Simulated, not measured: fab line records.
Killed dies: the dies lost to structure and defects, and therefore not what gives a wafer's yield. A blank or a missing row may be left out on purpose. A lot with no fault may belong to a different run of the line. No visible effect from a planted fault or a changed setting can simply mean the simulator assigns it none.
fab line records	flow n5_finfet
[record] lots = 4	wafers = 12	last_day = 16
route steps=1938 shown FIN_SAQP@108 BEOL_M4@1111
lots that met no fault: from a run of the same line without faults
start_h: the number of hours between the record's first day and the start of the first shown wafer of the lot	wait_h: hours since the lot's step before	" repeats the value in the row above	L1.1+2: several wafers, shown together as one row	- no value, or no start was given	* or withheld: withheld	< > ~ a bound
route shown NAME@n: NAME is a module with steps in the file, n the number in the route of the first one	usual: mean/standard deviation taken from wafers without a fault	same: alike in all rows	chamber/n: place in a boat	sites: readings site by site	_std_site: the standard deviation of these	_edge_site: mean of outer sites minus mean of inner sites	radius_mm: for every site, how far away it sits from the centre of the wafer	mask NAME#n: copy n	behind: the tool/chamber that last shaped the wafer	hold: reason for holding the lot/hours on hold/outcome of the hold	device: transistor that didn't switch, given as n, p or np	end of line: tests of these same wafers at the route's end	step lacking rows: just its recipe	killed: at the first sort, the dies lost to defects and structure; wafer yield is something else	map: per-die view of a wafer (x killed, . not killed, _ where there is no die)
set.NAME: the run value of the setting; set.NAME@STEP: its run value at that earlier step	model.NAME: the simulator's own value behind a step, which no gauge read
a table for each step, a row for each wafer; lots at some steps of the route
services: the hour from which a tool's chamber was out of use, counted from the record's first day as start_h (under 0 if before that day), plus the number of hours and why
[[steps]]
[step N5_FIN_SAQP_EXPOSE_13]
[recipe] mask_id = FIN_CORE	na = 1.35	source_shape = dipole	sigma_inner = 0.538	sigma_outer = 0.738	polarization = te	target_cd_nm = 35.6	dose_mj = 63.25
[step N5_FIN_SAQP_PEB_14]
[recipe] peb_temp_c = withheld	peb_time_s = 60	resist = CAR-ArF
[step N5_FIN_SAQP_DEVELOP_15]
[recipe] develop_time_s = 30	developer = TMAH	resist = CAR-ArF	dev_temp_c = 23	rinse_liquid = diw	dry = air_spin
[step N5_FIN_SAQP_DESCUM_21]
[recipe] chemistry = O2	time_s = 7.9	source_power_w = 50	bias_power_w = 20	pressure_mtorr = 20	rf_frequency_hz = 2.712e+07	temp_c = 40	resist = CAR-ArF	o2_flow_sccm = 225
[step N5_FIN_SAQP_ETCH_51]
[recipe] chemistry = CF4	target = SiARC	target_depth_a = 455	mask_material = CAR-ArF	time_s = 75.8	ion_energy_ev = 80	pressure_mtorr = 40	source_w = 545	bias_w = 36	Ar_flow_sccm = 100	cf4_flow_sccm = 100	ends = cleared
[step N5_FIN_SAQP_ETCH_52]
[recipe] chemistry = N2/H2	target = SOC	target_depth_a = 1000	overetch_a = 200	mask_material = SiARC	temp_c = 40	time_s = 150	ion_energy_ev = 200	pressure_mtorr = 30	source_w = 840	bias_w = 150	n2_flow_sccm = 200	h2_flow_sccm = 200	ends = end_point
[step N5_FIN_SAQP_STRIP_53]
[recipe] chemistry = N2/H2	temp_c = 40	n2_flow_sccm = 200	h2_flow_sccm = 200	rf_frequency_hz = 6e+07
[step N5_FIN_SAQP_HM_OPEN_73]
[recipe] chemistry = CHF3/O2	target = SiO2	stop_on = a-Si	target_depth_a = 120	over_etch_frac = 1.8	mask_material = SOC	time_s = 16.8	pressure_mtorr = 30	source_w = 650	bias_w = 170	Ar_flow_sccm = 200	CHF3_flow_sccm = 50	O2_flow_sccm = 5	ion_energy_ev = 200	ends = end_point
[step N5_FIN_SAQP_STRIP_74]
[recipe] chemistry = CHF3/O2	resist = SiARC	rf_frequency_hz = 6e+07
[step N5_FIN_SAQP_MANDREL_ETCH_22]
[recipe] target_depth_a = 600	chemistry = HBr/Cl2	target = a-Si	stop_on = SiNx	bt_time_s = 10	over_etch_frac = 0.5	time_s = 30	pressure_mtorr = 10	icp_w = 800	bias_w = 75	HBr_flow_sccm = 150	Cl2_flow_sccm = 80	ends = end_point
[usual] drypump_motor_current_A = 5.45/0.28	he_backside_leak_sccm = 2.8/0.37	oes_product_au = 0.767/0.013	over_etch_frac = 0.5/0	throttle_valve_pct = 35.3/0.34
lot.wafer	tool	chamber	start_h	wait_h	drypump_motor_current_A	he_backside_leak_sccm	oes_product_au	over_etch_frac	rf_hours_counter_h	throttle_valve_pct	model.SOC_of_FIN_SAQP_COAT_49.thk_nm	model.SiNx_of_FIN_SAQP_PECVD_48.thk_nm
L620.2	rie_si-02	0	34.94	0.0	5.65	2.8	0.775	0.5	3	35.2	77.18	24.06
L620.3	"	1	"	"	5.49	3.5	0.791	0.5	103	35.6	75.98	24.73
L620.5	"	3	"	"	5.45	2.4	0.773	0.5	-	35.8	77.26	24.18
L631.2	rie_si-05	0	101.17	0.0	5.80	2.7	0.738	0.5	131	34.6	74.73	24.96
L631.3	"	3	"	"	5.12	3.2	0.766	0.5	167	35.3	75.61	24.85
L631.5	"	3	"	"	5.14	3.1	0.773	0.5	-	35.3	75.28	25.21
L632.2	rie_si-02	2	106.64	0.0	5.36	2.7	0.689	0.87506	2	35.5	71.57	22.05
L632.3	"	0	"	"	5.66	2.9	0.678	0.87506	5	35.4	70.73	21.99
L632.6	"	2	"	"	5.35	2.8	0.679	0.87506	-	35.5	71.47	22.95
L634.1	rie_si-02	3	118.31	0.0	5.46	2.4	0.663	0.87506	64	36.0	70.21	21.36
L634.4	"	1	"	"	5.47	3.1	0.683	0.87506	105	35.8	69.13	21.87
L634.5	"	2	"	"	5.37	2.8	0.685	0.87506	-	35.5	71.23	22.16
[step N5_FIN_SAQP_STRIP_55]
[recipe] chemistry = N2/H2	power_w = 500	temp_c = 40	pressure_mtorr = 50	rf_frequency_hz = 6e+07	overash_fraction = 0.3	bias_power_w = 28	h2_frac = 0.5	n2_flow_sccm = 300	h2_flow_sccm = 300
[step N5_FIN_SAQP_STRIP_23]
[recipe] chemistry = SPM	time_s = 750	temp_c = 130	h2so4_h2o2_vol_ratio = 4
[step N5_FIN_SAQP_SRD_66]
[recipe] dry = ipa_marangoni	time_s = 30	temp_c = 23	rinse_liquid = diw
[step N5_FIN_SAQP_RECESS_75]
[recipe] chemistry = HF/NH3	target = SiO2	target_depth_a = 144	afs_cycles = 3	temp_c = 30	sublimation_temp_c = 180	sublimation_time_s = 60
[step N5_FIN_SAQP_SPACER1_ALD_24]
[recipe] material = SiO2	target_thk_a = 203	temp_c = 300	ald_precursor_family = BDEAS	ald_co_reactant = O2-plasma	pulse_time_s = 1	purge_time_s = 2	co_reactant_purge_time_s = 2	ald_cycles = 218	pressure_torr = 2
[step N5_FIN_SAQP_SPACER1_ETCHBACK_25]
[recipe] chemistry = CHF3/O2	mode = anisotropic_etchback	target = SiO2	target_depth_a = 244	time_s = 12.2	pressure_mtorr = 30	source_w = 650	bias_w = 170	Ar_flow_sccm = 200	CHF3_flow_sccm = 50	O2_flow_sccm = 5	ion_energy_ev = 200
[step N5_FIN_SAQP_MANDREL1_REMOVE_56]
[recipe] chemistry = HBr/Cl2/O2	bt_time_s = 10	target = a-Si	stop_on = SiNx	endpoint = OES-SiCl	over_etch_frac = 1	icp_w = 600	bias_w = 22	HBr_flow_sccm = 150	Cl2_flow_sccm = 80	O2_flow_sccm = 5	pressure_mtorr = 10
[step N5_FIN_SAQP_ETCH_57]
[recipe] chemistry = CH3F/O2	target = SiNx	mask_material = SiO2	target_depth_a = 325	time_s = 46.4	pressure_mtorr = 30	source_w = 395	bias_w = 73	Ar_flow_sccm = 150	CH3F_flow_sccm = 30	O2_flow_sccm = 20	ion_energy_ev = 120	ends = cleared
[usual] drypump_motor_current_A = 5.6/0.38	etch_rf_on_time_s = 46.2/1.1	oes_product_au = 0.67/0.08	rf_vpp_V = 293/6.2	showerhead_plenum_p_Torr = 1.99/0.055	throttle_valve_pct = 16.29/0.29
lot.wafer	tool	chamber	start_h	wait_h	drypump_motor_current_A	etch_rf_on_time_s	oes_product_au	rf_hours_counter_h	rf_vpp_V	showerhead_plenum_p_Torr	throttle_valve_pct	model.etch.depth_nm
L620.2	rie_diel-01	2	36.71	0.0	5.9	44.4	0.59	215	285	2.00	16.52	24.06
L620.3	"	0	"	"	5.7	44.6	0.66	162	300	1.90	16.24	24.73
L620.5	"	3	"	"	5.3	45.0	0.63	-	296	2.10	16.35	24.18
L631.2	rie_diel-04	2	103.20	0.0	5.5	44.6	0.76	30	297	1.95	15.96	24.96
L631.3	"	0	"	"	6.0	45.3	0.63	-	300	1.96	16.30	24.85
L631.5	"	0	"	"	6.1	45.7	0.63	-	301	1.96	16.29	25.21
L632.2	rie_diel-03	1	108.44	0.0	5.1	40.4	0.59	248	281	2.05	16.58	22.05
L632.3	"	0	"	"	6.3	40.8	0.63	159	288	2.00	16.48	21.99
L632.6	"	3	"	"	5.4	42.8	0.60	-	293	1.97	16.67	22.95
L634.1	rie_diel-03	2	120.41	0.3	5.6	38.4	0.83	7	300	2.03	15.69	21.36
L634.4	"	0	"	"	6.4	40.5	0.63	-	286	2.00	16.51	21.87
L634.5	"	3	"	"	5.4	41.7	0.60	-	294	1.96	16.67	22.16
[step N5_FIN_SAQP_ETCH_65]
[recipe] chemistry = CF4	target = SiO2	target_depth_a = 40	ion_energy_ev = 350	time_s = 4.4	pressure_mtorr = 10	icp_w = 800	bias_w = 400	cf4_flow_sccm = 80
[step N5_BEOL_M4_RC_MEAS_101]
[usual] DIBL_N = 36.2/2	DIBL_P = 36.1/2.4	IOFF_N = 0.16/0.035	IOFF_P = 0.22/0.041	ION_N = 675/14	ION_P = 465/8.6	SS_N = 71.5/0.64	SS_P = 73.2/0.76	VT_N = 250/3.9	VT_P = -249/3.4
lot.wafer	tool	chamber	start_h	wait_h	DIBL_N[mV/V]	DIBL_P[mV/V]	IOFF_N[nA/um]	IOFF_P[nA/um]	ION_N[uA/um]	ION_P[uA/um]	SS_N[mV/dec]	SS_P[mV/dec]	VT_N[mV]	VT_P[mV]
L620.2	prober-01	0	177.95	0.2	33.5	32.0	0.10	0.15	654	452	71.6	71.9	254	-254
L620.3	"	0	"	"	34.2	34.2	0.11	0.18	668	461	71.5	72.1	252	-251
L620.5	"	0	"	"	34.3	34.5	0.12	0.18	679	461	71.5	71.9	252	-251
L631.2	prober-01	0	256.02	0.2	36.8	37.7	0.16	0.23	687	467	72.1	73.8	248	-248
L631.3	"	0	"	"	40.6	41.0	0.24	0.29	693	469	72.9	73.8	243	-247
L631.5	"	0	"	"	39.8	40.7	0.21	0.27	682	468	72.6	74.4	248	-247
L632.2	prober-01	0	262.41	0.2	37.3	35.4	0.16	0.21	664	455	71.4	73.5	249	-248
L632.3	"	0	"	"	34.5	33.3	0.13	0.19	674	474	71.1	72.5	249	-247
L632.6	"	0	"	"	36.0	34.2	0.14	0.19	682	467	70.9	73.3	250	-250
L634.1	prober-01	0	264.24	0.0	37.9	37.7	0.17	0.24	681	466	72.2	73.2	251	-245
L634.4	"	0	"	"	35.6	35.9	0.13	0.21	671	474	71.3	72.7	253	-249
L634.5	"	0	"	"	35.6	34.7	0.13	0.20	663	468	71.7	72.9	249	-248
[[services]]
tool	chamber	start_h	hours	kind
rie_si-02	2	15.98	-	clean
rie_si-02	2	15.98	-	consumable_replace:focus_ring
rie_si-02	2	15.98	13.7	scheduled_down
rie_si-02	2	15.98	13.7	vent_cycle
rie_si-05	-	17.88	1.2	repair
rie_si-05	0	41.29	18.5	repair
rie_diel-04	1	65.99	7.4	repair
rie_si-05	1	71.26	4.5	repair
rie_si-05	0	72.61	2.7	repair
rie_diel-04	2	76.84	9.3	repair
rie_diel-03	2	79.37	-	clean
rie_diel-03	2	79.37	-	consumable_replace:focus_ring
rie_diel-03	2	79.37	18.4	scheduled_down
rie_diel-03	2	79.37	18.4	vent_cycle
rie_diel-04	1	87.21	-	clean
rie_diel-04	1	87.21	-	consumable_replace:focus_ring
rie_diel-04	1	87.21	17.0	scheduled_down
rie_diel-01	3	88.38	7.8	repair
rie_diel-04	3	90.75	21.3	repair
rie_si-05	0	96.58	3.6	repair
rie_diel-03	1	119.26	-	clean
rie_diel-03	1	119.26	-	consumable_replace:focus_ring
rie_diel-03	1	119.26	19.8	scheduled_down
rie_diel-03	1	119.26	19.8	vent_cycle
[[key]]
[first_sign] step = N5_FIN_SAQP_MANDREL_ETCH_22	reading = over_etch_frac	direction = up	sigmas = 99+	usual = 0.5	struck = 0.87506
[effect] step = N5_FIN_SAQP_MANDREL_ETCH_22	reading = oes_product_au	direction = down	sigmas = 6.8	usual = 0.767	struck = 0.679
[effect] step = N5_FIN_SAQP_ETCH_57	reading = etch_rf_on_time_s	direction = down	sigmas = 4.8	usual = *	struck = *
[model_effect] step = N5_FIN_SAQP_MANDREL_ETCH_22	value = SOC_of_FIN_SAQP_COAT_49.thk_nm	without = 76.54	struck = 70.72
[model_effect] step = N5_FIN_SAQP_ETCH_57	value = etch.depth_nm	without = 24.96	struck = 22.07
met_at N5_FIN_SAQP_MANDREL_ETCH_22
struck_wafers L632.2,L632.3,L632.6,L634.1,L634.4,L634.5
onset_between 34.94 106.64
[fault] kind = process_parameter_drift	tool = rie_si-02	chamber = -	onset_h = 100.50	steps = N5_FIN_SAQP_MANDREL_ETCH_22	channel = over_etch_frac	offset = 0.37506	shape = step	end_h = 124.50	acts_in = these_recipes_only	stated = 0.5
